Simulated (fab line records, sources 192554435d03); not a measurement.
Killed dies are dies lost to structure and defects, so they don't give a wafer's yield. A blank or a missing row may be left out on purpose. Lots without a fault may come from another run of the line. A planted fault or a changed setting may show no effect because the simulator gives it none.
Chamber matching | flow n5_finfet | N5_BEOL_M12_ETCH_59 on rie_diel-01: 4 sister chambers
The step etches BARC in N2/H2, target depth 89 nm, overetch 26.7 nm, time 67.9 s. 4 wafers are shown with their chamber, then 7 later ones without.

WAFERS WITH THEIR CHAMBER
wafer  | chamber | showerhead_plenum_p_Torr (Torr)
L082.1 | 1       | 2.47
L085.6 | 3       | 2.50
L084.1 | 0       | 2.68
L084.3 | 2       | 2.51

WAFERS WITHOUT THEIR CHAMBER
wafer  | showerhead_plenum_p_Torr (Torr)
L084.5 | 2.68
L089.1 | 2.51
L089.2 | 2.67
L089.5 | 2.46
L096.1 | 2.45
L096.5 | 2.50
L096.6 | 2.45

WHICH CHAMBER EACH WENT THROUGH
wafer  | from the rows above     | in truth
L084.5 | 0                       | 0
L089.1 | can't be placed: 2 or 3 | 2
L089.2 | 0                       | 0
L089.5 | 1                       | 1
L096.1 | 1                       | 1
L096.5 | can't be placed: 3 or 2 | 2
L096.6 | 1                       | 1
Placed correctly: 5 of 7. Can't be placed from these rows: 2 (the true chamber is among the candidates in 2). Placed wrongly: 0.
How it was worked out, from the rows above alone: a wafer's distance from a chamber is the root of the sum, over the readings, of the square of ((its reading less the chamber's mean) divided by the reading's scatter). The wafer belongs to the nearest chamber; if the next one is less than 2 further off, it can't be placed. A chamber's mean is the mean of its shown wafers. The scatter: with one shown wafer a chamber, the root of the mean of the squares of how far each hidden wafer lies from its nearest shown one.
